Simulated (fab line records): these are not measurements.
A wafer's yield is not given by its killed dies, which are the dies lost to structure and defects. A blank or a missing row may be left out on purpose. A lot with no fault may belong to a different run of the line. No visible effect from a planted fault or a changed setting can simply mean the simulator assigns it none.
Chamber matching || flow n5-finfet || 4 sister chambers for N5_HKMG_FIN_ALD_79 on ald-metal-04
The step deposits TiN, target thk 1.5 nm, pulse time 1 s, purge time 3 s. 4 wafers are shown with their chamber, then 10 later ones without.

## WAFERS, EACH WITH ITS CHAMBER
{"wafer": "L088.2", "chamber": 1, "heater-power-w (W)": 912}
{"wafer": "L088.4", "chamber": 2, "heater-power-w (W)": 789}
{"wafer": "L089.2", "chamber": 3, "heater-power-w (W)": 877}
{"wafer": "L089.4", "chamber": 0, "heater-power-w (W)": 792}

## WAFERS WITHOUT THEIR CHAMBER
{"wafer": "L089.5", "heater-power-w (W)": 898}
{"wafer": "L090.1", "heater-power-w (W)": 787}
{"wafer": "L090.4", "heater-power-w (W)": 933}
{"wafer": "L090.5", "heater-power-w (W)": 786}
{"wafer": "L092.1", "heater-power-w (W)": 780}
{"wafer": "L092.2", "heater-power-w (W)": 769}
{"wafer": "L092.5", "heater-power-w (W)": 923}
{"wafer": "L097.4", "heater-power-w (W)": 940}
{"wafer": "L097.5", "heater-power-w (W)": 764}
{"wafer": "L097.6", "heater-power-w (W)": 908}

## WHICH CHAMBER EACH WENT THROUGH
{"wafer": "L089.5", "from the rows above": "can't be placed: 1 or 3", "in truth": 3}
{"wafer": "L090.1", "from the rows above": "can't be placed: 2 or 0", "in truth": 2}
{"wafer": "L090.4", "from the rows above": 1, "in truth": 1}
{"wafer": "L090.5", "from the rows above": "can't be placed: 2 or 0", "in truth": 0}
{"wafer": "L092.1", "from the rows above": "can't be placed: 2 or 0", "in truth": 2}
{"wafer": "L092.2", "from the rows above": "can't be placed: 2 or 0", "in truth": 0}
{"wafer": "L092.5", "from the rows above": 1, "in truth": 1}
{"wafer": "L097.4", "from the rows above": 1, "in truth": 1}
{"wafer": "L097.5", "from the rows above": "can't be placed: 2 or 0", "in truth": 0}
{"wafer": "L097.6", "from the rows above": "can't be placed: 1 or 3", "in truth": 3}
Correct placement for 3 of the 10. Cannot be placed on the basis of these rows: 7; the candidates contain the true chamber in 7. Placed wrongly: 0.
How it was worked out, from the rows above alone: a wafer's distance from a chamber is the root of the sum, over the readings, of the square of ((its reading less the chamber's mean) divided by the reading's scatter). The wafer belongs to the nearest chamber; if the next one is less than 2 further off, it can't be placed. The mean given for a chamber averages the wafers shown for that chamber. The scatter: with one shown wafer a chamber, the root of the mean of the squares of how far each hidden wafer lies from its nearest shown one.
